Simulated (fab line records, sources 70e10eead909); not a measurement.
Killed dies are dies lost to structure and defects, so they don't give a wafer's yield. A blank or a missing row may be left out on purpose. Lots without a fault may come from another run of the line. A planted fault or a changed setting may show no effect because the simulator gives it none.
Chamber matching | flow nand_harc | NHARC_A_CHANNEL_HOLE_D1_ETCH_44 on rie_diel-10: 4 sister chambers
The step etches the open film in CF4/O2, target depth 140 nm, overetch 14 nm, time 77 s. 14 wafers are shown with their chamber, then 6 later ones without.

WAFERS WITH THEIR CHAMBER
wafer  | chamber | drypump_motor_current_A (A) | rf_vpp_V (V) | oes_product_au (a.u.)
L885.3 | 3       | 6.15                        | 196.4        | 0.993
L885.4 | 1       | 5.34                        | 198.3        | 0.988
L885.5 | 1       | 5.33                        | 196.8        | 0.993
L888.2 | 3       | 6.17                        | 198.2        | 0.982
L888.4 | 1       | 5.32                        | 196.2        | 0.993
L888.6 | 0       | 5.85                        | 198.1        | 0.989
L891.1 | 2       | 5.84                        | 198.6        | 1.010
L891.3 | 3       | 6.15                        | 198.1        | 1.001
L891.6 | 1       | 5.33                        | 195.4        | 0.999
L892.1 | 0       | 5.90                        | 199.6        | 0.995
L892.3 | 1       | 5.33                        | 197.3        | 1.006
L892.5 | 1       | 5.33                        | 197.0        | 1.006
L893.1 | 0       | 5.85                        | 198.5        | 0.994
L893.2 | 2       | 5.84                        | 197.8        | 0.999

SIGNATURES (means of the wafers above)
reading                 | chamber 0 | chamber 1 | chamber 2 | chamber 3 | scatter within a chamber
drypump_motor_current_A | 5.8667    | 5.3300    | 5.8400    | 6.1567    | 0.0146
rf_vpp_V                | 198.733   | 196.833   | 198.200   | 197.567   | 0.918
oes_product_au          | 0.99267   | 0.99750   | 1.00450   | 0.99200   | 0.00735
Rule: a wafer's distance from a chamber is the root of the sum, over the readings, of the square of ((its reading less the chamber's mean) divided by the reading's scatter). The wafer belongs to the nearest chamber; if the next one is less than 2 further off, it can't be placed. The scatter: the root of (the sum of the squares of (reading less its chamber's mean) over the shown wafers, divided by (wafers less chambers)).

WAFERS WITHOUT THEIR CHAMBER
wafer  | drypump_motor_current_A (A) | rf_vpp_V (V) | oes_product_au (a.u.)
L904.2 | 5.82                        | 197.9        | 0.991
L904.4 | 5.85                        | 198.8        | 0.997
L904.6 | 5.32                        | 195.6        | 0.999
L906.1 | 5.89                        | 198.6        | 0.995
L906.2 | 5.85                        | 197.8        | 0.996
L906.3 | 5.33                        | 198.2        | 1.000

WHICH CHAMBER EACH WENT THROUGH
wafer  | from the rows above     | in truth
L904.2 | can't be placed: 2 or 0 | 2
L904.4 | can't be placed: 0 or 2 | 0
L904.6 | 1                       | 1
L906.1 | 0                       | 0
L906.2 | can't be placed: 2 or 0 | 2
L906.3 | 1                       | 1
Placed correctly: 3 of 6. Can't be placed from these rows: 3 (the true chamber is among the candidates in 3). Placed wrongly: 0.
